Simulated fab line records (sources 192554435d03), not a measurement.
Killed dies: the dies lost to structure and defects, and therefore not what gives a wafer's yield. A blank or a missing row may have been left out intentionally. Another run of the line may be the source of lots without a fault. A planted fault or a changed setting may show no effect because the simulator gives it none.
Split-lot trial | flow n5_finfet | 21 wafers read from 7 lots, route of 1938 steps

== ABOUT THE SPLIT ==
At N5_BEOL_M8_ETCH_61 (etches SiARC in CF4, target depth 45.5 nm, time 75.8 s), the setting bias_w was moved away from the recipe's 36 W on 7 of the 21 wafers read, by -8.0% to +12.6%. For the rest of the wafers, this setting stayed at what the recipe calls for.

The reading comes from the split's own step.

== THE READING ==
rf_vpp_V, in V, at N5_BEOL_M8_ETCH_61 (etches SiARC in CF4, target depth 45.5 nm, time 75.8 s). A value of 184.3 V with a standard deviation of 1.2 V is what fault-free wafers of this fab line usually give.

wafer  | tool, chamber at the split | bias_w as run, W | against the recipe | rf_vpp_V, V | against lot-mates on the recipe
L076.1 | rie_diel-05, 3             | 36               | recipe             | 187.1       | -
L076.2 | rie_diel-05, 2             | 36               | recipe             | 186.2       | -
L076.4 | rie_diel-05, 1             | 36               | recipe             | 185.3       | -
L082.1 | rie_diel-05, 1             | 39.15            | +8.7%              | 194.3       | +10.2
L082.2 | rie_diel-05, 2             | 36               | recipe             | 186.3       | -
L082.6 | rie_diel-05, 0             | 36               | recipe             | 182.0       | -
L089.2 | rie_diel-04, 3             | 40.53            | +12.6%             | 197.9       | +14.1
L089.3 | rie_diel-04, 1             | 40.53            | +12.6%             | 197.7       | +13.9
L089.6 | rie_diel-04, 1             | 36               | recipe             | 183.8       | -
L093.4 | rie_diel-06, 0             | 36               | recipe             | 185.8       | -
L093.5 | rie_diel-06, 2             | 40.43            | +12.3%             | 198.2       | +12.4
L093.6 | rie_diel-06, 1             | 40.43            | +12.3%             | 197.6       | +11.8
L092.1 | rie_diel-05, 0             | 36               | recipe             | 183.5       | -
L092.4 | rie_diel-05, 1             | 36               | recipe             | 183.9       | -
L092.5 | rie_diel-05, 1             | 36               | recipe             | 183.9       | -
L094.1 | rie_diel-06, 3             | 36               | recipe             | 186.6       | -
L094.5 | rie_diel-06, 0             | 33.13            | -8.0%              | 174.5       | -12.1
L094.6 | rie_diel-06, 1             | 33.13            | -8.0%              | 173.9       | -12.7
L096.1 | rie_diel-05, 2             | 36               | recipe             | 184.6       | -
L096.2 | rie_diel-05, 3             | 36               | recipe             | 184.5       | -
L096.6 | rie_diel-05, 3             | 36               | recipe             | 184.5       | -

THE FIT
A straight line over all 21 wafers: rf_vpp_V changes by +1.11 V for each +1% of bias_w; r = +0.98; the points scatter about the line by 1.3 V.
The same after taking each lot's own level away (the mean of its wafers on the recipe; 21 wafers): +1.17 V for each +1%; r = +0.98; scatter 1.4 V.
The reading moves by 15 V for the largest change in bias_w, on that fit.
From 183.77 to 186.60 V: that is the span of the lots' own levels, equal to 2.4 times the standard deviation above.
Consequently the slope shifts little with the lot-to-lot level, the two slopes agreeing.
Check: +14.1 V against its lot-mates is what the line predicts for one of the wafers moved furthest among these (+12.6%) when that wafer is left out of the fit. It came out at +14.1 V against them.
Tool readings at the split's step, against how far the setting was moved: rf_vpp_V r = +0.98.

== ADDITIONAL SPLITS CARRIED BY THESE WAFERS ==
Before the reading, these wafers also passed through other splits. Each is held against what the fit with the lots' levels taken away leaves over:
other split on the same wafers | wafers away from the commonest value | r with rf_vpp_V (lot level and that fit taken away)
N5_BEOL_M6_EXPOSE_25 dose_mj   | 12                                   | +0.30
N5_BEOL_M7_ETCH_61 source_w    | 5                                    | +0.19
N5_BEOL_M7_COAT_64 spin_rpm    | 9                                    | +0.26
N5_BEOL_M8_COAT_05 spin_rpm    | 12                                   | +0.02

== THE FILE'S OWN FIT ==
rf_vpp_V changes by +1.14 V for each +1% of bias_w, r = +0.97.
